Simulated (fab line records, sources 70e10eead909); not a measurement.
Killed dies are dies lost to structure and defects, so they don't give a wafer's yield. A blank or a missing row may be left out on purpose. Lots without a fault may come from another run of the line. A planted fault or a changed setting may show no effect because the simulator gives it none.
fab line records | flow nand_harc
record lots=5 wafers=15 last_day=24
route steps=1159 shown A_CHANNEL_HOLE_D1@457 END@1159
lots that met no fault: from a run of the same line without faults
start_h: hours from the record's first day to the start of the lot's first wafer shown | wait_h: hours since the lot's step before | " the same as in the row above | L1.1+2: a row that stands for several wafers | - no value, or no start given | * or withheld: withheld | < > ~ a bound
route shown NAME@n: a module of which the file shows steps, and the number in the route of the first | usual: mean/standard deviation of fault-free wafers | same: alike in all rows | chamber/n: place in a boat | sites: the reading at each site | _std_site: their standard deviation | _edge_site: outer sites' mean less inner sites' | radius_mm: how far each site lies from the wafer's centre | mask NAME#n: copy n | behind: the tool/chamber that last shaped the wafer | hold: why the lot was held/for how many hours/how that ended | device: the transistor (n, p or np) that didn't switch | end of line: the same wafers' tests at the end of the route | a step without rows: its recipe alone | killed: dies lost to structure and defects at the first sort, not the wafer's yield | map: a wafer's dies, x killed, . not, _ none there
set.NAME: the setting as run; set.NAME@STEP: as run at that earlier step | model.NAME: the simulator's own value behind a step, which no gauge read
lots at some steps of the route; a table a step, a row a wafer
services: from which hour (start_h, from the record's first day; less than 0 if before it) a tool's chamber was out of use, for how many hours, and why
## steps
# step NHARC_A_CHANNEL_HOLE_D1_SOFTBAKE_05
# recipe temp_c=105 time_s=55
# step NHARC_A_CHANNEL_HOLE_D1_EBR_06
# step NHARC_A_CHANNEL_HOLE_D1_EXPOSE_07
# recipe na=1.35 target_cd_nm=100 sigma_outer=0.3 dose_mj=59.65 mask_id=HOLE_D1
# step NHARC_A_CHANNEL_HOLE_D1_PEB_08
# recipe peb_temp_c=100 peb_time_s=65
# step NHARC_A_CHANNEL_HOLE_D1_DEVELOP_09
# recipe develop_time_s=35 dev_temp_c=23
# step NHARC_A_CHANNEL_HOLE_D1_CD_MEAS_10
# recipe target_cd_nm=100 landing_energy_ev=500
# usual cd_nm=100.0/0.6
# columns lot.wafer tool chamber start_h wait_h cd_nm
L531.1 cd_sem-01 0 188.16 - 99.9
L531.4 " 0 " " 100.5
L531.5 " 0 " " 99.9
L543.1 cd_sem-01 0 251.19 - 98.8
L543.3 " 0 " " 99.6
L543.4 " 0 " " 99.1
L544.3 cd_sem-01 0 268.75 - 99.4
L544.4 " 0 " " 99.3
L544.5 " 0 " " 98.1
L546.1 cd_sem-03 0 278.53 - 100.4
L546.4 " 0 " " 100.4
L546.5 " 0 " " 100.6
L550.3 cd_sem-01 0 306.02 - 101.3
L550.5 " 0 " " 100.9
L550.6 " 0 " " 100.7
# step NHARC_A_CHANNEL_HOLE_D1_OVL_MEAS_11
# usual overlay_x_nm=0.0/0.8 overlay_y_nm=0.1/0.75
# columns lot.wafer tool chamber start_h wait_h overlay_x_nm overlay_y_nm
L531.1 overlay-01 - 188.25 - 0.2 -0.9
L531.4 " - " " 1.3 -0.5
L531.5 " - " " 0.5 -1.0
L543.1 overlay-02 - 251.28 - 1.8 0.8
L543.3 " - " " 1.1 0.4
L543.4 " - " " 1.1 0.5
L544.3 overlay-02 - 268.83 - 0.8 -0.6
L544.4 " - " " 1.0 0.1
L544.5 " - " " 0.7 0.0
L546.1 overlay-02 - 278.62 - -0.8 0.4
L546.4 " - " " -0.9 -0.2
L546.5 " - " " -0.8 0.2
L550.3 overlay-02 - 306.11 - -0.1 -0.5
L550.5 " - " " 0.9 -0.1
L550.6 " - " " 0.6 -0.9
# step NHARC_A_CHANNEL_HOLE_D1_INSPECT_12
# usual raw_defect_count=5.7/2.6
# columns lot.wafer tool chamber start_h wait_h raw_defect_count
L531.1 defect_inspect-02 - 188.28 0.0 6
L531.4 " - " " 8
L531.5 " - " " 6
L543.1 defect_inspect-01 - 251.32 0.0 8
L543.3 " - " " 5
L543.4 " - " " 4
L544.3 defect_inspect-02 - 268.87 0.0 1
L544.4 " - " " 5
L544.5 " - " " 6
L546.1 defect_inspect-01 - 278.65 0.0 1
L546.4 " - " " 3
L546.5 " - " " 5
L550.3 defect_inspect-01 - 306.14 0.0 10
L550.5 " - " " 9
L550.6 " - " " 3
# step NHARC_A_CHANNEL_HOLE_D1_DESCUM_15
# recipe time_s=3 o2_flow_sccm=200 ar_flow_sccm=0 bias_power_w=0 chemistry=O2
# usual drypump_motor_current_A=6.0/0.4 oes_product_au=1.003/0.0091 rf_vpp_V=57.8/0.93 showerhead_plenum_p_Torr=1.92/0.063 throttle_valve_pct=11.311/0.0093
# columns lot.wafer tool chamber start_h wait_h drypump_motor_current_A oes_product_au rf_hours_counter_h rf_vpp_V showerhead_plenum_p_Torr throttle_valve_pct
L531.4 rie_diel-01 1 188.35 0.1 6.2 1.001 3.4 56.6 1.89 11.310
L531.1 " 3 " " 5.9 0.989 3.3 59.1 1.89 11.312
L531.5 " 1 " " 6.2 0.999 - 58.0 1.89 11.289
L543.1 rie_diel-02 3 251.38 0.1 6.0 0.990 4.4 57.7 1.91 11.312
L543.3 " 0 " " 5.6 1.010 4.6 58.1 1.86 11.305
L543.4 " 2 " " 5.9 1.015 4.3 56.9 1.90 11.329
L544.3 rie_diel-02 2 268.93 0.1 5.8 1.016 5.5 58.5 1.90 11.326
L544.4 " 1 " " 5.0 1.017 6.2 58.6 2.05 11.294
L544.5 " 3 " " 6.0 0.991 - 56.8 1.91 11.309
L546.4 rie_diel-01 3 278.71 0.1 5.9 0.986 8.6 57.4 1.89 11.312
L546.1 " 0 " " 6.7 1.005 8.7 56.5 1.96 11.310
L546.5 " 3 " " 5.9 0.990 - 57.9 1.89 11.312
L550.3 rie_diel-10 3 306.23 0.1 5.9 0.996 8.2 57.8 1.94 11.328
L550.5 " 0 " " 6.1 1.008 - 56.4 1.96 11.318
L550.6 " 1 " " 5.4 1.005 - 59.2 2.03 11.313
# step NHARC_A_CHANNEL_HOLE_D1_ETCH_38
# recipe target_depth_a=390 over_etch_frac=0.3 time_s=65 ion_energy_ev=80 cf4_flow_sccm=150 ar_flow_sccm=0 rf_w=300 bias_w=100 chemistry=CF4
# usual drypump_motor_current_A=6.0/0.38 oes_product_au=1.002/0.0088 rf_vpp_V=151.3/1 showerhead_plenum_p_Torr=1.77/0.052 throttle_valve_pct=13.284/0.0087
# columns lot.wafer tool chamber start_h wait_h drypump_motor_current_A oes_product_au rf_hours_counter_h rf_vpp_V showerhead_plenum_p_Torr throttle_valve_pct
L531.1 rie_diel-01 3 188.44 0.1 5.9 0.995 3.3 152.4 1.75 13.278
L531.4 " 0 " " 6.7 0.998 3.1 151.2 1.81 13.289
L531.5 " 2 " " 6.1 0.999 - 151.4 1.71 13.289
L543.1 rie_diel-02 1 251.46 0.1 5.0 0.992 4.5 152.6 1.88 13.275
L543.4 " 2 " " 5.9 1.007 4.3 151.2 1.76 13.284
L543.3 " 3 " " 6.0 0.985 4.4 151.4 1.76 13.281
L544.3 rie_diel-02 3 269.01 0.1 6.0 0.984 5.5 151.2 1.76 13.297
L544.4 " 1 " " 5.0 1.000 6.2 152.6 1.88 13.282
L544.5 " 0 " " 5.6 1.006 - 151.4 1.73 13.275
L546.1 rie_diel-01 0 278.80 0.1 6.7 1.016 8.7 151.9 1.81 13.286
L546.4 " 3 " " 5.9 1.005 8.6 152.7 1.75 13.282
L546.5 " 0 " " 6.7 1.010 - 151.7 1.81 13.282
L550.3 rie_diel-10 2 306.29 0.1 5.7 1.012 8.9 150.8 1.71 13.280
L550.5 " 2 " " 5.8 1.020 - 151.2 1.71 13.291
L550.6 " 3 " " 5.9 0.997 - 153.3 1.79 13.292
# step NHARC_A_CHANNEL_HOLE_D1_ETCH_39
# recipe target_depth_a=2600 over_etch_frac=0.3 time_s=325 ion_energy_ev=200 n2_flow_sccm=150 h2_flow_sccm=150 ar_flow_sccm=0 rf_w=400 bias_w=150 chemistry=N2/H2
# usual drypump_motor_current_A=6.0/0.41 oes_product_au=1.002/0.009 rf_vpp_V=430.7/2 showerhead_plenum_p_Torr=2.05/0.07 throttle_valve_pct=14.171/0.0099
# columns lot.wafer tool chamber start_h wait_h drypump_motor_current_A oes_product_au rf_hours_counter_h rf_vpp_V showerhead_plenum_p_Torr throttle_valve_pct
L531.1 rie_diel-01 3 - - 5.9 0.998 3.4 428.5 2.02 14.180
L531.4 " 1 " " 6.2 0.996 3.4 430.7 2.01 14.161
L531.5 " 3 " " 6.0 0.992 - 429.4 2.01 14.173
L543.4 rie_diel-02 1 - - 5.0 1.009 4.6 433.3 2.19 14.150
L543.3 " 3 " " 5.9 0.985 4.4 430.6 2.03 14.175
L543.1 " 0 " " 5.6 1.021 4.6 429.3 1.99 14.158
L544.3 rie_diel-02 0 - - 5.6 0.998 6.2 429.5 1.99 14.176
L544.4 " 1 " " 5.0 1.003 6.3 432.9 2.19 14.172
L544.5 " 0 " " 5.6 1.006 - 428.4 1.99 14.176
L546.1 rie_diel-01 0 - - 6.7 1.010 8.7 431.4 2.09 14.184
L546.4 " 3 " " 5.9 0.992 8.7 430.4 2.01 14.169
L546.5 " 1 " " 6.2 1.001 - 428.6 2.01 14.164
L550.3 rie_diel-10 2 - - 5.8 1.030 8.9 427.7 1.96 14.155
L550.5 " 3 " " 5.9 1.002 - 431.3 2.07 14.166
L550.6 " 0 " " 6.1 1.000 - 431.1 2.09 14.172
# step NHARC_A_CHANNEL_HOLE_D1_ETCH_34
# recipe target_depth_a=1540 time_s=77 cf4_flow_sccm=100 chf3_flow_sccm=30 ar_flow_sccm=0 rf_w=500 bias_w=200 chemistry=CF4/CHF3
# usual drypump_motor_current_A=6.0/0.4 oes_product_au=0.947/0.025 rf_vpp_V=370.6/1.9 showerhead_plenum_p_Torr=1.58/0.05 throttle_valve_pct=16.801/0.0086
# columns lot.wafer tool chamber start_h wait_h drypump_motor_current_A oes_product_au rf_hours_counter_h rf_vpp_V showerhead_plenum_p_Torr throttle_valve_pct
L531.4 rie_diel-01 0 - - 6.7 0.974 3.3 371.7 1.61 16.796
L531.1 " 1 " " 6.2 0.976 3.5 370.2 1.55 16.820
L531.5 " 3 " " 5.9 0.976 - 370.2 1.56 16.793
L543.1 rie_diel-02 2 - - 5.9 0.992 4.5 369.7 1.57 16.802
L543.3 " 3 " " 6.0 0.946 4.5 369.3 1.57 16.798
L543.4 " 0 " " 5.6 0.963 4.7 370.1 1.54 16.800
L544.4 rie_diel-02 1 - - 5.0 0.937 6.6 372.4 1.68 16.794
L544.3 " 0 " " 5.6 0.930 6.6 370.0 1.54 16.804
L544.5 " 2 " " 5.8 0.936 - 370.4 1.57 16.809
L546.1 rie_diel-01 1 - - 6.2 0.972 8.9 371.5 1.55 16.792
L546.4 " 2 " " 6.1 0.978 6.7 369.3 1.52 16.799
L546.5 " 1 " " 6.2 0.975 - 369.7 1.55 16.796
L550.3 rie_diel-10 0 - - 6.1 0.927 8.6 372.0 1.61 16.818
L550.6 " 2 " " 5.8 0.943 - 368.5 1.52 16.805
L550.5 " 3 " " 5.9 0.935 - 371.2 1.60 16.806
# step NHARC_A_CHANNEL_HOLE_D1_ETCH_16
# recipe target_depth_a=31000 over_etch_frac=0.3 time_s=806 ion_energy_ev=150 o2_flow_sccm=400 cos_flow_sccm=20 ar_flow_sccm=0 rf_w=500 bias_w=300 chemistry=O2/COS
# usual drypump_motor_current_A=6.0/0.4 oes_product_au=1.004/0.0095 rf_vpp_V=314.1/1.6 showerhead_plenum_p_Torr=3.12/0.098 throttle_valve_pct=28.330/0.0094
# columns lot.wafer tool chamber start_h wait_h drypump_motor_current_A oes_product_au rf_hours_counter_h rf_vpp_V showerhead_plenum_p_Torr throttle_valve_pct
L531.1 rie_diel-01 0 188.88 - 6.7 1.005 3.4 314.7 3.20 28.323
L531.4 " 2 " " 6.2 0.999 1.8 312.8 3.01 28.332
L531.5 " 0 " " 6.7 0.994 - 314.2 3.20 28.338
L543.1 rie_diel-02 0 251.91 - 5.6 1.007 4.8 311.8 3.05 28.329
L543.3 " 1 " " 5.0 1.002 4.8 317.2 3.33 28.336
L543.4 " 2 " " 5.9 1.005 4.6 314.4 3.11 28.330
L544.3 rie_diel-02 0 269.62 - 5.6 0.796 6.7 313.4 3.05 28.323
L544.4 " 2 " " 5.9 1.014 5.9 313.1 3.11 28.325
L544.5 " 0 " " 5.6 0.797 - 313.6 3.05 28.331
L546.1 rie_diel-01 3 279.30 - 5.9 0.985 8.9 313.6 3.08 28.341
L546.4 " 0 " " 6.7 1.009 9.0 315.6 3.20 28.317
L546.5 " 2 " " 6.2 1.003 - 313.3 3.01 28.342
L550.3 rie_diel-10 3 306.79 - 5.9 1.015 8.5 313.7 3.17 28.321
L550.6 " 2 " " 5.8 1.020 - 314.0 3.01 28.332
L550.5 " 3 " " 5.9 1.015 - 314.8 3.17 28.345
# step NHARC_A_CHANNEL_HOLE_D1_CD_MEAS_18
# usual cd_nm=98.5/1.8
# columns lot.wafer tool chamber start_h wait_h cd_nm
L531.1 cd_sem-01 - 189.46 - 99.4
L531.4 " - " " 98.8
L531.5 " - " " 101.6
L543.1 cd_sem-02 - 252.48 - 97.1
L543.3 " - " " 100.1
L543.4 " - " " 98.8
L544.3 cd_sem-03 - 270.20 - 94.1
L544.4 " - " " 99.0
L544.5 " - " " 94.3
L546.1 cd_sem-02 - 279.82 - 101.7
L546.4 " - " " 101.7
L546.5 " - " " 99.1
L550.3 cd_sem-01 - 307.32 - 99.8
L550.5 " - " " 101.1
L550.6 " - " " 99.4
# step NHARC_END_SORT_01
# recipe temp_c=25
# usual killed_at_array=21/8.9 killed_at_other=0.8/1.3 killed_at_periphery=3.6/2.4 killed_dies=26/8.9 killed_open=3.1/1.8 killed_short=1.9/1.3
# same gross_dies=677
# columns lot.wafer tool chamber start_h wait_h killed_at_array killed_at_other killed_at_periphery killed_dies killed_open killed_short
L544.3 prober-01 0 537.10 3.1 673 1 3 677 5 1
L544.5 prober-01 0 538.69 3.7 675 0 2 677 1 0
# killed by level:class
L544.3 A_CHANNEL_HOLE_D1:area_etch=647 A_CHANNEL_HOLE_D1:chamber_film_flake=16 A_STAIRCASE:chamber_film_flake=4 A_CONTACT:geometric_particle:open=2 P_STI:geometric_particle:open=1 A_CONTACT:geometric_particle:short=1 A_M0:geometric_particle:open=1 A_M1:geometric_particle:open=1
L544.5 A_CHANNEL_HOLE_D1:area_etch=648 A_CHANNEL_HOLE_D1:chamber_film_flake=19 A_STAIRCASE:chamber_film_flake=4 A_CONTACT:chamber_film_flake=2 A_BLC:geometric_particle:open=1 P_ZERO_WELL:chamber_film_flake=1 P_M0:chamber_film_flake=1 A_BLC:chamber_film_flake=1
# map L544.3 (x killed, . not)
____________x____________
_________xxxxxxx_________
_______xxxxxxxxxxx_______
______xxxxxxxxxxxxx______
_____xxxxxxxxxxxxxxx_____
____xxxxxxxxxxxxxxxxx____
____xxxxxxxxxxxxxxxxx____
___xxxxxxxxxxxxxxxxxxx___
___xxxxxxxxxxxxxxxxxxx___
__xxxxxxxxxxxxxxxxxxxxx__
__xxxxxxxxxxxxxxxxxxxxx__
_xxxxxxxxxxxxxxxxxxxxxxx_
_xxxxxxxxxxxxxxxxxxxxxxx_
_xxxxxxxxxxxxxxxxxxxxxxx_
_xxxxxxxxxxxxxxxxxxxxxxx_
_xxxxxxxxxxxxxxxxxxxxxxx_
xxxxxxxxxxxxxxxxxxxxxxxxx
xxxxxxxxxxxxxxxxxxxxxxxxx
xxxxxxxxxxxxxxxxxxxxxxxxx
xxxxxxxxxxxxxxxxxxxxxxxxx
xxxxxxxxxxxxxxxxxxxxxxxxx
_xxxxxxxxxxxxxxxxxxxxxxx_
_xxxxxxxxxxxxxxxxxxxxxxx_
_xxxxxxxxxxxxxxxxxxxxxxx_
_xxxxxxxxxxxxxxxxxxxxxxx_
_xxxxxxxxxxxxxxxxxxxxxxx_
__xxxxxxxxxxxxxxxxxxxxx__
__xxxxxxxxxxxxxxxxxxxxx__
___xxxxxxxxxxxxxxxxxxx___
___xxxxxxxxxxxxxxxxxxx___
____xxxxxxxxxxxxxxxxx____
____xxxxxxxxxxxxxxxxx____
_____xxxxxxxxxxxxxxx_____
______xxxxxxxxxxxxx______
_______xxxxxxxxxxx_______
_________xxxxxxx_________
____________x____________
# map L543.3 (x killed, . not)
____________.____________
_________......x_________
_______.........x._______
______.............______
_____.......x......._____
____.................____
____......x..........____
___..................x___
___......x.....x......___
__..........x.........x__
__.....................__
_....x..............x..._
_......................._
_......................._
_.........x........x...._
_..............x........_
.........................
...........x.............
...........x.............
.........................
.........................
_......................._
_......................._
_......................._
_................x......_
_......................._
__.....x..x............__
__.....................__
___...................___
___......x............___
____.....x...........____
____........x........____
_____...........x..._____
______.............______
_______..........._______
_________....x.._________
____________.____________
## services
# columns tool chamber start_h hours kind
rie_diel-01 0 171.30 - clean
rie_diel-01 1 171.30 - clean
rie_diel-01 2 171.30 - clean
rie_diel-01 3 171.30 - clean
rie_diel-01 - 171.93 0.1 repair
rie_diel-10 2 174.22 6.4 repair
rie_diel-10 - 176.50 9.0 pm
rie_diel-02 0 184.20 - clean
rie_diel-02 1 184.20 - clean
rie_diel-02 2 184.20 - clean
rie_diel-02 3 184.20 - clean
rie_diel-01 0 186.16 2.2 repair
rie_diel-01 0 195.80 - clean
rie_diel-01 1 195.80 - clean
rie_diel-01 2 195.80 - clean
rie_diel-01 3 195.80 - clean
rie_diel-02 0 208.70 - clean
rie_diel-02 1 208.70 - clean
rie_diel-02 2 208.70 - clean
rie_diel-02 3 208.70 - clean
rie_diel-01 0 220.30 - clean
rie_diel-01 1 220.30 - clean
rie_diel-01 2 220.30 - clean
rie_diel-02 3 277.26 8.8 repair
## key
first_sign step=NHARC_A_CHANNEL_HOLE_D1_ETCH_16 reading=oes_product_au direction=down sigmas=22 usual=1.004 struck=0.797
effect step=NHARC_END_SORT_01 reading=killed_at_array direction=up sigmas=73 usual=21 struck=674
more_kills_born_at NHARC_A_CHANNEL_HOLE_D1_ETCH_16@rie_diel-02=1295
met_at NHARC_A_CHANNEL_HOLE_D1_ETCH_16
struck_wafers L544.3,L544.5
later_rows_left_out L544.3,L544.5
tester_left_out L544
onset_between 251.91 269.62
fault kind=process_parameter_drift tool=rie_diel-02 chamber=0 onset_h=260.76 steps=NHARC_A_CHANNEL_HOLE_D1_ETCH_16 channel=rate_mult offset=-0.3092 shape=step end_h=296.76
# tester_left_out: of these lots the tester's yield and bins aren't shown, on N5 and GAA mostly nor the transistor test; their killed dies are dies lost to structure and defects alone, not to doping, threshold or leakage, so they don't give the yield
# later_rows_left_out: the simulator's readings of these wafers behind a module that went badly wrong aren't trusted and aren't shown, but for the sort
